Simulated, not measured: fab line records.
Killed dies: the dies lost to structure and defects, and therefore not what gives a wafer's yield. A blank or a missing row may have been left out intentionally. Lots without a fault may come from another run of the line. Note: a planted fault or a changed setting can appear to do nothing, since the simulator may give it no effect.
fab line records + flow nandHarc + part 2 of 2: steps 26 to 33 of 33
record:
- lots: 5
- wafers: 15
- lastDay: 23
route steps=1159 shown A_CONTACT@956 A_BLC@964
lots with no fault: from the same line, run without faults
startH: start of the lot's first displayed wafer, in hours after the record's first day + waitH: time in hours since the lot's previous step + " unchanged from the row above + L1.1+2: several wafers, shown together as one row + - value missing, or start not given + * or withheld: withheld + < > ~ a bound
route shown NAME@n: names a module that has steps shown in the file, with the first one's number in the route + usual: average and standard deviation across the fault-free wafers + same: alike in all rows + chamber/n: place in a boat + sites: the reading at each site + _std_site: standard deviation across them + _edge_site: the outer-site mean with the inner-site mean subtracted + radiusMm: how far each site lies from the wafer's centre + mask NAME#n: copy n + behind: the most recent tool/chamber to have shaped the wafer + hold: what put the lot on hold/how long, in hours/how the hold closed + device: the transistor (n, p or np) that didn't switch + end of line: tests run on the same wafers once the route is complete + where a step has no rows: the recipe by itself + killed: dies lost to structure and defects at the first sort, not the wafer's yield + map: dies across one wafer; x = killed, . = not, _ = none there
set.NAME: the setting the step ran with; set.NAME@STEP: the setting that earlier step ran with + model.NAME: the simulator's own value behind a step, which no gauge read
lots at some steps of the route; a table a step, a row a wafer
services: from which hour (startH, from the record's first day; less than 0 if before it) a tool's chamber was out of use, for how many hours, and why
== steps ==
step: NHARC_A_BLC_STRIP_29
recipe:
- cf4FlowSccm: 150
- arFlowSccm: 0
- biasW: 0
- chemistry: CF4
usual:
- cf4FlowSccm: 150.0/0.42
- chamberPressureMTorr: 50.00/0.043
- drypumpMotorCurrentA: 5.8/0.42
- oesProductAu: 0.998/0.013
- rfVppV: 59.2/0.95
- showerheadPlenumPTorr: 1.74/0.073
- throttleValvePct: 13.283/0.0093
| lot.wafer | tool       | chamber | startH | waitH | cf4FlowSccm | chamberPressureMTorr | drypumpMotorCurrentA | oesProductAu | rfHoursCounterH | rfVppV | showerheadPlenumPTorr | throttleValvePct |
|-----------|------------|---------|--------|-------|-------------|----------------------|----------------------|--------------|-----------------|--------|-----------------------|------------------|
| L075.4    | rieDiel-02 | 2       | 392.62 | 0.1   | 149.3       | 49.97                | 5.7                  | 0.992        | 18              | 59.8   | 1.72                  | 13.283           |
| L075.6    | "          | 2       | "      | "     | 150.2       | 49.99                | 5.7                  | 0.993        | -               | 58.2   | 1.72                  | 13.282           |
| L075.5    | "          | 3       | "      | "     | 150.1       | 50.00                | 6.0                  | 0.983        | -               | 60.0   | 1.66                  | 13.275           |
| L077.4    | rieDiel-07 | 2       | 401.24 | 0.1   | 150.9       | 50.07                | 6.4                  | 1.001        | 20              | 58.5   | 1.73                  | 13.281           |
| L077.3    | "          | 0       | "      | "     | 150.1       | 50.03                | 6.0                  | 0.998        | 18              | 59.2   | 1.85                  | 13.291           |
| L077.5    | "          | 2       | "      | "     | 149.9       | 49.97                | 6.5                  | 1.007        | -               | 60.2   | 1.73                  | 13.285           |
| L083.4    | rieDiel-11 | 0       | 449.46 | 0.1   | 149.6       | 50.00                | 5.8                  | 1.010        | 7               | 60.2   | 1.81                  | 13.265           |
| L083.3    | "          | 2       | "      | "     | 150.4       | 49.96                | 5.3                  | 0.991        | 6               | 60.1   | 1.73                  | 13.288           |
| L083.6    | "          | 0       | "      | "     | 149.5       | 50.03                | 5.8                  | 1.003        | -               | 61.1   | 1.81                  | 13.290           |
| L084.2    | rieDiel-11 | 3       | 454.95 | 0.1   | 149.8       | 50.08                | 5.0                  | 0.989        | 7               | 57.5   | 1.65                  | 13.270           |
| L084.3    | "          | 0       | "      | "     | 150.0       | 49.95                | 5.8                  | 1.004        | 7               | 60.9   | 1.81                  | 13.285           |
| L084.4    | "          | 2       | "      | "     | 150.1       | 49.99                | 5.3                  | 1.000        | 7               | 59.0   | 1.73                  | 13.294           |
| L086.2    | rieDiel-11 | 3       | 485.52 | 0.1   | 150.1       | 50.03                | 5.0                  | 0.973        | 9               | 58.3   | 1.65                  | 13.293           |
| L086.4    | "          | 0       | "      | "     | 149.4       | 50.09                | 5.8                  | 1.002        | 11              | 60.0   | 1.81                  | 13.290           |
| L086.6    | "          | 2       | "      | "     | 150.4       | 50.01                | 5.3                  | 0.982        | -               | 59.5   | 1.73                  | 13.296           |
step: NHARC_A_BLC_STRIP_21
recipe:
- o2FlowSccm: 500
- arFlowSccm: 0
- biasW: 0
- chemistry: O2
usual:
- chamberPressureMTorr: 60.00/0.069
- drypumpMotorCurrentA: 5.8/0.42
- oesProductAu: 0.996/0.013
- rfVppV: 57.7/0.86
- showerheadPlenumPTorr: 3.48/0.14
- throttleValvePct: 17.035/0.0089
| lot.wafer | tool       | chamber | startH | waitH | chamberPressureMTorr | drypumpMotorCurrentA | oesProductAu | rfHoursCounterH | rfVppV | showerheadPlenumPTorr | throttleValvePct |
|-----------|------------|---------|--------|-------|----------------------|----------------------|--------------|-----------------|--------|-----------------------|------------------|
| L075.4    | rieDiel-02 | 0       | 392.72 | 0.1   | 59.95                | 6.0                  | 1.010        | 17              | 57.4   | 3.32                  | 17.021           |
| L075.5    | "          | 0       | "      | "     | 60.04                | 6.0                  | 1.001        | -               | 57.1   | 3.32                  | 17.033           |
| L075.6    | "          | 1       | "      | "     | 59.99                | 6.1                  | 1.011        | -               | 58.0   | 3.69                  | 17.021           |
| L077.4    | rieDiel-07 | 0       | 401.33 | 0.1   | 59.97                | 6.0                  | 1.005        | 18              | 57.4   | 3.69                  | 17.035           |
| L077.3    | "          | 3       | "      | "     | 59.99                | 5.7                  | 1.018        | 20              | 57.8   | 3.59                  | 17.039           |
| L077.5    | "          | 0       | "      | "     | 59.96                | 6.0                  | 1.015        | -               | 59.4   | 3.69                  | 17.024           |
| L083.4    | rieDiel-11 | 1       | 449.56 | 0.1   | 59.51                | 6.4                  | 1.004        | 7               | 59.2   | 3.62                  | 17.018           |
| L083.3    | "          | 2       | "      | "     | 60.03                | 5.3                  | 0.989        | 6               | 58.1   | 3.45                  | 17.016           |
| L083.6    | "          | 0       | "      | "     | 60.01                | 5.9                  | 1.003        | -               | 58.2   | 3.62                  | 17.057           |
| L084.3    | rieDiel-11 | 3       | 455.06 | 0.1   | 60.00                | 5.0                  | 0.990        | 7               | 57.3   | 3.29                  | 17.038           |
| L084.4    | "          | 0       | "      | "     | 60.03                | 5.9                  | 0.996        | 7               | 57.6   | 3.62                  | 17.035           |
| L084.2    | "          | 1       | "      | "     | 60.04                | 6.4                  | 1.001        | 7               | 58.4   | 3.62                  | 17.026           |
| L086.2    | rieDiel-11 | 2       | 485.63 | 0.1   | 60.00                | 5.3                  | 1.000        | 10              | 57.4   | 3.45                  | 17.033           |
| L086.4    | "          | 3       | "      | "     | 59.98                | 5.0                  | 0.989        | 10              | 56.4   | 3.29                  | 17.023           |
| L086.6    | "          | 1       | "      | "     | 59.97                | 6.4                  | 1.001        | -               | 57.5   | 3.62                  | 17.049           |
step: NHARC_A_BLC_STRIP_22
recipe:
- timeS: 600
- tempC: 30
- chemistry: postEtchResidueRemover
| lot.wafer  | tool        | chamber | startH | waitH |
|------------|-------------|---------|--------|-------|
| L075.5+6+4 | wetBench-09 | 4,0,1   | 392.88 | -     |
| L077.3+4+5 | wetBench-06 | 0,3,4   | 401.49 | -     |
| L083.4+6+3 | wetBench-06 | 3,4,6   | 449.71 | -     |
| L084.3+4+2 | wetBench-09 | 5,6,7   | 455.21 | -     |
| L086.4+6+2 | wetBench-09 | 6,1,2   | 485.77 | -     |
step: NHARC_A_BLC_DEGAS_30
recipe:
- tempC: 300
- timeS: 60
usual:
- heaterPowerW: 472/59
| lot.wafer | tool          | chamber | startH | waitH | heaterPowerW |
|-----------|---------------|---------|--------|-------|--------------|
| L075.4    | pvdSputter-01 | -       | 393.24 | -     | 483          |
| L075.5    | "             | -       | "      | "     | 512          |
| L075.6    | "             | -       | "      | "     | 368          |
| L077.3    | pvdSputter-01 | -       | 401.75 | -     | 513          |
| L077.4    | "             | -       | "      | "     | 376          |
| L077.5    | "             | -       | "      | "     | 371          |
| L083.3    | pvdSputter-03 | -       | 449.97 | -     | 396          |
| L083.4    | "             | -       | "      | "     | 482          |
| L083.6    | "             | -       | "      | "     | 401          |
| L084.3    | pvdSputter-03 | -       | 455.48 | -     | 499          |
| L084.4    | "             | -       | "      | "     | 398          |
| L084.2    | "             | -       | "      | "     | 491          |
| L086.2    | pvdSputter-03 | -       | 486.04 | -     | 401          |
| L086.4    | "             | -       | "      | "     | 405          |
| L086.6    | "             | -       | "      | "     | 400          |
step: NHARC_A_BLC_PRE_CLEAN_31
recipe:
- timeS: 15
- biasV: 250
- gas: Ar
| lot.wafer  | tool          | chamber | startH | waitH |
|------------|---------------|---------|--------|-------|
| L075.4+6+5 | pvdSputter-01 | -       | -      | -     |
| L077.4+3+5 | pvdSputter-01 | -       | -      | -     |
| L083.4+3+6 | pvdSputter-03 | -       | -      | -     |
| L084.3+2+4 | pvdSputter-03 | -       | -      | -     |
| L086.4+2+6 | pvdSputter-03 | -       | -      | -     |
step: NHARC_A_BLC_PVD_32
recipe:
- targetThkA: 50
- chamberPressurePa: 5
- powerW: 5000
- substrateTempC: 200
- timeS: 17.7
- material: Ti
usual:
- throttleValvePct: 29.7/0.87
| lot.wafer | tool          | chamber | startH | waitH | throttleValvePct |
|-----------|---------------|---------|--------|-------|------------------|
| L075.4    | pvdSputter-01 | -       | -      | -     | 29.8             |
| L075.5    | "             | -       | "      | "     | 29.8             |
| L075.6    | "             | -       | "      | "     | 29.2             |
| L077.3    | pvdSputter-01 | -       | -      | -     | 29.9             |
| L077.4    | "             | -       | "      | "     | 28.3             |
| L077.5    | "             | -       | "      | "     | 29.8             |
| L083.4    | pvdSputter-03 | -       | -      | -     | 28.9             |
| L083.3    | "             | -       | "      | "     | 29.4             |
| L083.6    | "             | -       | "      | "     | 30.8             |
| L084.4    | pvdSputter-03 | -       | -      | -     | 29.2             |
| L084.2    | "             | -       | "      | "     | 31.1             |
| L084.3    | "             | -       | "      | "     | 29.2             |
| L086.2    | pvdSputter-03 | -       | -      | -     | 30.9             |
| L086.4    | "             | -       | "      | "     | 29.7             |
| L086.6    | "             | -       | "      | "     | 29.1             |
step: NHARC_A_BLC_ALD_23
recipe:
- targetThkA: 30
- pulseTimeS: 1
- aldCycles: 150
- tempC: 450
- material: TiN
usual:
- heaterPowerW: 1016/100
- precursorPulseHeightRel: 0.999/0.021
same:
- pulseTimeS: 1
| lot.wafer | tool        | chamber | startH | waitH | heaterPowerW | precursorPulseHeightRel |
|-----------|-------------|---------|--------|-------|--------------|-------------------------|
| L075.4    | aldMetal-02 | 1       | 393.70 | -     | 880          | 1.017                   |
| L075.6    | "           | 3       | "      | "     | 1032         | 1.018                   |
| L075.5    | "           | 0       | "      | "     | 1024         | 0.993                   |
| L077.4    | aldMetal-01 | 1       | 402.13 | -     | 903          | 1.011                   |
| L077.3    | "           | 2       | "      | "     | 919          | 1.018                   |
| L077.5    | "           | 0       | "      | "     | 1143         | 0.997                   |
| L083.4    | aldMetal-04 | 1       | 450.24 | -     | 1062         | 1.022                   |
| L083.3    | "           | 3       | "      | "     | 893          | 1.001                   |
| L083.6    | "           | 0       | "      | "     | 1241         | 1.029                   |
| L084.3    | aldMetal-04 | 0       | 455.72 | -     | 1275         | 0.964                   |
| L084.2    | "           | 1       | "      | "     | 1058         | 1.010                   |
| L084.4    | "           | 2       | "      | "     | 960          | 1.006                   |
| L086.2    | aldMetal-01 | 3       | 486.29 | -     | 978          | 0.992                   |
| L086.4    | "           | 1       | "      | "     | 932          | 0.992                   |
| L086.6    | "           | 0       | "      | "     | 1139         | 0.991                   |
step: NHARC_A_BLC_CVD_24
recipe:
- targetThkA: 1500
- tempC: 300
- pressureTorr: 40
- wf6FlowSccm: 40
- h2FlowSccm: 1600
- arFlowSccm: 1560
- timeS: 434
- material: W
usual:
- heaterPowerW: 482/52
- throttleValvePct: 8.03/0.27
| lot.wafer | tool    | chamber | startH | waitH | heaterPowerW | throttleValvePct |
|-----------|---------|---------|--------|-------|--------------|------------------|
| L075.4    | cvdW-01 | 0       | -      | -     | 446          | 7.73             |
| L075.5    | "       | 0       | "      | "     | 423          | 7.81             |
| L075.6    | "       | 1       | "      | "     | 542          | 8.33             |
| L077.3    | cvdW-01 | 1       | -      | -     | 561          | 8.63             |
| L077.4    | "       | 0       | "      | "     | 436          | 7.82             |
| L077.5    | "       | 1       | "      | "     | 545          | 8.56             |
| L083.3    | cvdW-01 | 1       | -      | -     | 552          | 8.41             |
| L083.4    | "       | 0       | "      | "     | 440          | 7.95             |
| L083.6    | "       | 1       | "      | "     | 553          | 8.62             |
| L084.2    | cvdW-01 | 1       | -      | -     | 548          | 8.39             |
| L084.3    | "       | 1       | "      | "     | 561          | 8.18             |
| L084.4    | "       | 1       | "      | "     | 548          | 8.27             |
| L086.2    | cvdW-01 | 0       | -      | -     | 433          | 7.92             |
| L086.4    | "       | 1       | "      | "     | 557          | 8.31             |
| L086.6    | "       | 1       | "      | "     | 535          | 8.29             |
== services ==
| tool          | chamber | startH | hours | kind   |
|---------------|---------|--------|-------|--------|
| rieDiel-11    | -       | 366.56 | 9.0   | pm     |
| rieDiel-02    | 0       | 369.04 | 2.8   | repair |
| rieDiel-02    | 1       | 376.46 | 9.8   | repair |
| cvdW-02       | -       | 376.59 | 13.0  | pm     |
| rieDiel-07    | 1       | 377.19 | 1.6   | repair |
| pvdSputter-03 | -       | 379.14 | 15.3  | repair |
| aldMetal-02   | 0       | 381.73 | 5.5   | repair |
| rieDiel-02    | 2       | 382.81 | 3.4   | repair |
| rieDiel-07    | -       | 388.79 | 0.7   | repair |
| rieDiel-13    | 1       | 390.38 | 7.0   | repair |
| cmp-04        | -       | 399.11 | 4.0   | pm     |
| wetBench-09   | -       | 401.16 | 1.5   | repair |
| rieDiel-07    | -       | 405.20 | 9.0   | pm     |
| aldMetal-04   | -       | 406.00 | 10.0  | pm     |
| cmp-04        | -       | 411.67 | 1.0   | repair |
| pvdSputter-01 | -       | 413.99 | 26.0  | repair |
| aldMetal-02   | -       | 416.79 | 0.3   | repair |
| rieDiel-11    | 3       | 421.63 | 3.0   | repair |
| lithoTrack-01 | -       | 443.01 | 7.0   | pm     |
| rieDiel-02    | 2       | 457.30 | 9.3   | repair |
| pvdSputter-03 | -       | 458.00 | 10.0  | pm     |
| lithoTrack-06 | -       | 467.00 | 7.0   | pm     |
| cvdW-01       | -       | 481.79 | 13.0  | pm     |
| lithoTrack-04 | -       | 491.00 | 7.0   | pm     |
